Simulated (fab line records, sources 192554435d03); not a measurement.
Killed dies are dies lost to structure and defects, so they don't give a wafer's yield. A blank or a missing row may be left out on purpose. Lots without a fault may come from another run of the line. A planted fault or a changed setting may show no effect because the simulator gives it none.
Which tool did it? | flow n5_finfet | 8 lots, 24 wafers sampled, at 5 steps of a route of 1938

WHAT THE GAUGES READ, wafer by wafer
N5_BEOL_M4_RC_MEAS_101. Usual: DIBL_N 36.3 mV/V, standard deviation 1.2; DIBL_P 36.1 mV/V, standard deviation 1.6; IOFF_N 0.161 nA/um, standard deviation 0.023; IOFF_P 0.209 nA/um, standard deviation 0.027; ION_N 676 uA/um, standard deviation 8.9; ION_P 462 uA/um, standard deviation 5.3; SS_N 71.5 mV/dec, standard deviation 0.51; SS_P 73.2 mV/dec, standard deviation 0.5; VT_N 249.1 mV, standard deviation 2.5; VT_P -249.9 mV, standard deviation 2.8.
lot  | measured     | on        | DIBL_N (mV/V)  | DIBL_P (mV/V)  | IOFF_N (nA/um)    | IOFF_P (nA/um)    | ION_N (uA/um) | ION_P (uA/um) | SS_N (mV/dec)  | SS_P (mV/dec)  | VT_N (mV)         | VT_P (mV)            | flag
L424 | day 8 12:03  | prober-01 | 36.8 37.7 36.8 | 35.5 35.8 34.7 | 0.161 0.174 0.162 | 0.221 0.220 0.213 | 675 674 664   | 463 466 460   | 71.3 71.2 71.5 | 73.0 73.1 73.5 | 250.1 250.3 248.5 | -248.8 -249.0 -247.3 |
L430 | day 9 14:19  | prober-02 | 36.9 37.7 36.9 | 34.3 35.4 34.6 | 0.153 0.170 0.166 | 0.203 0.221 0.202 | 670 667 674   | 467 462 459   | 71.5 71.7 71.5 | 73.2 72.8 72.8 | 249.4 247.7 250.3 | -248.5 -248.0 -252.3 |
L434 | day 11 06:47 | prober-02 | 36.9 35.8 36.5 | 36.3 35.2 35.7 | 0.165 0.153 0.152 | 0.255 0.231 0.236 | 678 678 671   | 471 470 467   | 71.0 71.1 71.5 | 72.7 72.7 73.2 | 247.4 244.7 248.8 | -244.3 -244.4 -244.2 |
L435 | day 11 01:43 | prober-02 | 38.5 38.4 36.0 | 37.1 37.0 35.3 | 0.182 0.186 0.138 | 0.229 0.229 0.193 | 678 671 658   | 466 459 455   | 72.4 72.5 71.4 | 73.8 73.3 73.3 | 249.7 249.1 255.3 | -249.3 -247.8 -251.9 |
L437 | day 11 09:02 | prober-02 | 35.0 35.7 34.0 | 35.2 35.9 33.4 | 0.151 0.160 0.135 | 0.197 0.204 0.174 | 676 672 665   | 467 462 457   | 71.9 71.9 71.0 | 72.5 73.4 72.6 | 247.9 250.1 251.5 | -250.9 -250.7 -253.3 |
L439 | day 12 04:41 | prober-02 | 37.3 37.7 35.5 | 39.7 39.0 36.3 | 0.196 0.200 0.151 | 0.241 0.229 0.188 | 692 687 678   | 468 466 464   | 71.8 72.1 71.4 | 73.2 74.0 73.0 | 245.1 247.1 249.1 | -249.5 -250.1 -253.0 |
L441 | day 12 14:46 | prober-01 | 36.1 35.7 36.0 | 35.0 34.4 35.0 | 0.166 0.149 0.155 | 0.211 0.200 0.201 | 678 675 680   | 459 460 468   | 71.1 71.5 71.2 | 72.2 72.8 72.9 | 248.8 249.9 250.0 | -248.8 -248.3 -248.5 |
L445 | day 13 22:22 | prober-01 | 37.1 36.0 35.0 | 36.4 35.6 34.3 | 0.166 0.143 0.132 | 0.217 0.202 0.178 | 679 674 662   | 465 463 457   | 71.8 71.9 71.6 | 73.3 73.1 73.4 | 250.1 250.6 251.1 | -246.2 -248.4 -248.6 |

WHICH TOOL RAN EACH LOT (tool, then ch and the chambers of the sampled wafers, then the start)
lot  | N5_DUMMY_GATE_ETCH_32           | N5_DUMMY_GATE_ETCH_44           | N5_SD_EPI_N_ETCH_35               | N5_SD_EPI_N_STRIP_38
L424 | rie_si-06 ch 0,3, day 3 11:19   | rie_si-06 ch 0,3, day 3 11:24   | rie_diel-01 ch 0,2,3, day 3 13:06 | plasma_asher-01 ch 0,1, day 3 13:47
L430 | rie_si-05 ch 1,2,3, day 4 23:04 | rie_si-05 ch 1,2,3, day 4 23:10 | rie_diel-05 ch 0,1,3, day 5 01:22 | plasma_asher-02 ch 0,1, day 5 02:03
L434 | rie_si-05 ch 0,2,3, day 6 00:08 | rie_si-05 ch 0,2,3, day 6 00:14 | rie_diel-01 ch 0,3, day 6 01:59   | plasma_asher-02 ch 0,1, day 6 02:44
L435 | rie_si-01 ch 0,2, day 6 09:01   | rie_si-01 ch 0,2, day 6 09:05   | rie_diel-05 ch 1,2, day 6 11:02   | plasma_asher-02 ch 0,1, day 6 11:45
L437 | rie_si-05 ch 1,2,3, day 6 21:34 | rie_si-05 ch 1,2,3, day 6 21:40 | rie_diel-05 ch 1,2,3, day 6 23:56 | plasma_asher-01 ch 0,1, day 7 00:38
L439 | rie_si-06 ch 0,1,2, day 7 06:52 | rie_si-06 ch 0,1,2, day 7 06:57 | rie_diel-05 ch 0,1,2, day 7 08:44 | plasma_asher-01 ch 0, day 7 09:26
L441 | rie_si-01 ch 1,2, day 7 17:55   | rie_si-01 ch 1,2, day 7 18:01   | rie_diel-04 ch 0, day 7 19:36     | plasma_asher-01 ch 0,1, day 7 20:35
L445 | rie_si-06 ch 0,1,3, day 8 17:14 | rie_si-06 ch 0,1,3, day 8 17:19 | rie_diel-04 ch 0,3, day 8 23:46   | plasma_asher-02 ch 0,1, day 9 00:28
- N5_DUMMY_GATE_ETCH_32: etches SiO2 in CF4, target depth 3.5 nm, time 3.9 s.
- N5_DUMMY_GATE_ETCH_44: etches poly-Si in HBr/O2, stops on SiO2, target depth 127.5 nm.
- N5_SD_EPI_N_ETCH_35: etches SOC in N2/H2, overetch 108 nm, time 486 s.
- N5_SD_EPI_N_STRIP_38: strips in N2/H2.

WHAT THE TOOLS THEMSELVES READ (means of the sampled wafers that have a number; where no wafer has one, the mark that the record gives instead)
N5_DUMMY_GATE_ETCH_32. Usual: bias_w 400.2 W, standard deviation 1.2; drypump_motor_current_A 5.7 A, standard deviation 0.38; oes_product_au 0.990 a.u., standard deviation 0.016; rf_fwd_power_W 791 W, standard deviation 4; throttle_valve_pct 21.74 %, standard deviation 0.2.
lot  | tool      | bias_w (W) | drypump_motor_current_A (A) | oes_product_au (a.u.) | rf_fwd_power_W (W) | throttle_valve_pct (%) | flag
L424 | rie_si-06 | 399.7      | 5.7                         | 0.973                 | 796                | 22.04                  |
L430 | rie_si-05 | 400.5      | 5.7                         | 0.990                 | 788                | 21.73                  |
L434 | rie_si-05 | 400.7      | 5.8                         | 0.980                 | 788                | 21.65                  |
L435 | rie_si-01 | 402.3      | 5.9                         | 1.013                 | 790                | 21.74                  |
L437 | rie_si-05 | 400.1      | 5.7                         | 0.987                 | 788                | 21.72                  |
L439 | rie_si-06 | 400.1      | 5.9                         | 0.995                 | 798                | 21.72                  |
L441 | rie_si-01 | 400.5      | 5.6                         | 0.992                 | 790                | 21.86                  |
L445 | rie_si-06 | 399.7      | 5.8                         | 0.990                 | 794                | 21.93                  |

N5_DUMMY_GATE_ETCH_44. Usual: HBr_flow_sccm 119.9 sccm, standard deviation 0.38; bias_w 20.01 W, standard deviation 0.06; drypump_motor_current_A 5.7 A, standard deviation 0.38; oes_product_au 0.723 a.u., standard deviation 0.013; rf_fwd_power_W 398.1 W, standard deviation 1.3; throttle_valve_pct 18.47 %, standard deviation 0.2.
lot  | tool      | HBr_flow_sccm (sccm) | bias_w (W) | drypump_motor_current_A (A) | oes_product_au (a.u.) | rf_fwd_power_W (W) | throttle_valve_pct (%) | flag
L424 | rie_si-06 | 119.6                | 20.01      | 5.7                         | 0.723                 | 398.6              | 18.73                  |
L430 | rie_si-05 | 120.2                | 19.99      | 5.7                         | 0.717                 | 397.1              | 18.47                  |
L434 | rie_si-05 | 120.1                | 20.01      | 5.8                         | 0.716                 | 397.9              | 18.41                  |
L435 | rie_si-01 | 119.9                | 20.02      | 5.9                         | 0.735                 | 396.6              | 18.44                  |
L437 | rie_si-05 | 120.4                | 19.97      | 5.7                         | 0.713                 | 398.1              | 18.47                  |
L439 | rie_si-06 | 120.1                | 20.08      | 5.9                         | 0.731                 | 398.1              | 18.39                  |
L441 | rie_si-01 | 119.8                | 19.98      | 5.5                         | 0.716                 | 396.6              | 18.56                  |
L445 | rie_si-06 | 120.2                | 19.99      | 5.8                         | 0.721                 | 397.7              | 18.65                  |

N5_SD_EPI_N_ETCH_35. Usual: bias_w 133.0 W, standard deviation 0.41; drypump_motor_current_A 6.0 A, standard deviation 0.49; oes_product_au 0.70 a.u., standard deviation 0.059; rf_fwd_power_W 2995 W, standard deviation 8.7; rf_vpp_V 240.8 V, standard deviation 1.3; showerhead_plenum_p_Torr 2.55 Torr, standard deviation 0.086; throttle_valve_pct 23.63 %, standard deviation 0.27.
lot  | tool        | bias_w (W) | drypump_motor_current_A (A) | oes_product_au (a.u.) | rf_fwd_power_W (W) | rf_vpp_V (V) | showerhead_plenum_p_Torr (Torr) | throttle_valve_pct (%) | flag
L424 | rie_diel-01 | 132.7      | 5.7                         | 0.72                  | 2993               | 240.5        | 2.51                            | 23.75                  |
L430 | rie_diel-05 | 132.8      | 5.8                         | 0.71                  | 2994               | 242.1        | 2.59                            | 23.49                  |
L434 | rie_diel-01 | 133.4      | 5.2                         | 0.71                  | 2996               | 239.9        | 2.47                            | 23.75                  |
L435 | rie_diel-05 | 133.0      | 6.4                         | 0.65                  | 2988               | 241.2        | 2.59                            | 23.64                  |
L437 | rie_diel-05 | 132.9      | 6.2                         | 0.68                  | 2997               | 241.9        | 2.61                            | 23.61                  |
L439 | rie_diel-05 | 133.6      | 6.2                         | 0.69                  | 3223               | 235.0        | 2.54                            | 23.52                  | OFF
L441 | rie_diel-04 | 132.9      | 6.6                         | 0.64                  | 2996               | 239.8        | 2.40                            | 23.56                  |
L445 | rie_diel-04 | 133.1      | 6.0                         | 0.64                  | 2992               | 241.0        | 2.55                            | 23.47                  |

N5_SD_EPI_N_STRIP_38. Usual: drypump_motor_current_A 6.1 A, standard deviation 0.3; heater_power_w 314 W, standard deviation 17; oes_product_au 0.761 a.u., standard deviation 0.011.
lot  | tool            | drypump_motor_current_A (A) | heater_power_w (W) | oes_product_au (a.u.) | flag
L424 | plasma_asher-01 | 5.8                         | 301                | 0.767                 |
L430 | plasma_asher-02 | 6.5                         | 327                | 0.761                 |
L434 | plasma_asher-02 | 6.4                         | 330                | 0.762                 |
L435 | plasma_asher-02 | 6.4                         | 325                | 0.749                 |
L437 | plasma_asher-01 | 5.8                         | 298                | 0.767                 |
L439 | plasma_asher-01 | 5.8                         | 316                | 0.762                 |
L441 | plasma_asher-01 | 5.9                         | 301                | 0.767                 |
L445 | plasma_asher-02 | 6.5                         | 323                | 0.766                 |

THE ANSWER, worked out from the rows above alone
Rule: a lot is off if the mean of its wafers that have a number lies more than 3 standard deviations from the usual mean. A lot without any number at a reading at which 4 lots or more have one is off too. The other lots that the step has rows for count as sound. The gauges are gone through in route order, then the tools' own readings, and for those a lot's mean is taken as printed above. The first step at which some lot is off is used, and at that step the reading that is off furthest; a lot without a number counts as furthest.
Off: L439, at N5_SD_EPI_N_ETCH_35 (rf_fwd_power_W).
A tool fits if, at that step or a process step before it, it ran every lot that is off, and no sound lot after the first of them. One fits: rie_diel-05 at N5_SD_EPI_N_ETCH_35. Its last sound lot is L437 (day 6 23:56), its first lot that is off L439 (day 7 08:44): a fault that began between those two fits.
The tool's own readings at N5_SD_EPI_N_ETCH_35 bear it out: on the lots that are off they differ by more than 5 times the standard deviation of the sound lots' means. rf_fwd_power_W reads 3223 W there against 2994 W on the sound lots; rf_vpp_V reads 235.0 V there against 240.9 V on the sound lots.

WHAT THE SIMULATOR HAD PUT IN
Process parameter drift: rie_diel-05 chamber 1, from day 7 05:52 on, at N5_SD_EPI_N_ETCH_35. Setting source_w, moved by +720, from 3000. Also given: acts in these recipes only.
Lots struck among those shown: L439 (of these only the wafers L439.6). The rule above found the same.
